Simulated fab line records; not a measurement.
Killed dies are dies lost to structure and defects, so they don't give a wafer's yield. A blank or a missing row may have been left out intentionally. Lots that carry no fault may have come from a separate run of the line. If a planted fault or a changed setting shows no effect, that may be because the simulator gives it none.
Split-lot trial -- flow n5_finfet -- 7 lots, 21 wafers read, on a route of 1938 steps

== ABOUT THE SPLIT ==
At N5_BEOL_M7_COAT_60 (time 60 s, resist thk 35 nm), the setting spin_rpm was moved away from the recipe's 1500 rpm on 8 of the 21 wafers read, by -10.7% to +11.0%. The other wafers ran this setting at the recipe's value.

The split's own step is where the reading is taken.

== THE READING ==
SiARC_of_BEOL_M7_COAT_60.thk_nm (the simulator's own value, which no gauge read), in nm, at N5_BEOL_M7_COAT_60 (time 60 s, resist thk 35 nm). No usual value for it is given in the file. The 13 wafers here that ran the recipe average 35.0 nm, standard deviation 0.11 nm.

wafer,"tool, chamber at the split","spin_rpm as run, rpm",against the recipe,"SiARC_of_BEOL_M7_COAT_60.thk_nm, nm",against lot-mates on the recipe
L075.1,"litho_track-01, 0",1500,recipe,35,-
L075.2,"litho_track-01, 0",1500,recipe,35,-
L075.5,"litho_track-01, 0",1500,recipe,35,-
L074.2,"litho_track-01, 0",1626,+8.4%,33.8,-1.4
L074.5,"litho_track-01, 0",1626,+8.4%,33.8,-1.4
L074.4,"litho_track-01, 0",1500,recipe,35.2,-
L079.1,"litho_track-02, 0",1643,+9.5%,33.4,-1.6
L079.2,"litho_track-02, 0",1643,+9.5%,33.4,-1.6
L079.4,"litho_track-02, 0",1500,recipe,35,-
L088.1,"litho_track-02, 0",1500,recipe,34.8,-
L088.2,"litho_track-02, 0",1347,-10.2%,36.8,+1.9
L088.6,"litho_track-02, 0",1500,recipe,35,-
L091.1,"litho_track-03, 0",1500,recipe,35,-
L091.5,"litho_track-03, 0",1500,recipe,35,-
L091.6,"litho_track-03, 0",1500,recipe,35,-
L093.2,"litho_track-01, 0",1500,recipe,35.2,-
L093.3,"litho_track-01, 0",1340,-10.7%,37.2,+2.0
L093.5,"litho_track-01, 0",1340,-10.7%,37.2,+2.0
L094.1,"litho_track-02, 0",1500,recipe,34.8,-
L094.2,"litho_track-02, 0",1500,recipe,35,-
L094.5,"litho_track-02, 0",1665,+11.0%,33.2,-1.7

THE FIT
A straight line over all 21 wafers: SiARC_of_BEOL_M7_COAT_60.thk_nm changes by -0.176 nm for each +1% of spin_rpm; r = -0.99; the points scatter about the line by 0.15 nm.
The same after taking each lot's own level away (the mean of its wafers on the recipe; 21 wafers): -0.175 nm for each +1%; r = -1.00; scatter 0.08 nm.
According to that fit, moving spin_rpm by its largest amount changes the reading by 1.9 nm.
Across the lots, their own levels run from 34.90 to 35.20 nm, a range of 2.7 times the standard deviation given above.
The two slopes are in agreement: the lot-to-lot level therefore moves the slope only a little.
Check: with one of the wafers moved furthest among these (+11.0%) left out of the fit, the line predicts -1.92 nm for it against its lot-mates. Against them it came out at -1.7 nm.

== ADDITIONAL SPLITS CARRIED BY THESE WAFERS ==
Other splits were also applied to these wafers ahead of the reading. Each is held against what the fit with the lots' levels taken away leaves over:
other split on the same wafers,wafers away from the commonest value,r with SiARC_of_BEOL_M7_COAT_60.thk_nm (lot level and that fit taken away)
N5_BEOL_M5_EXPOSE_08 dose_mj,6,+0.02
N5_BEOL_M5_TRENCH_ETCH_37 source_w,4,+0.15
N5_BEOL_M5_ETCH_41 source_w,8,-0.53

== FILE'S OWN FIT ==
SiARC_of_BEOL_M7_COAT_60.thk_nm changes by -0.173 nm for each +1% of spin_rpm, r = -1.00.
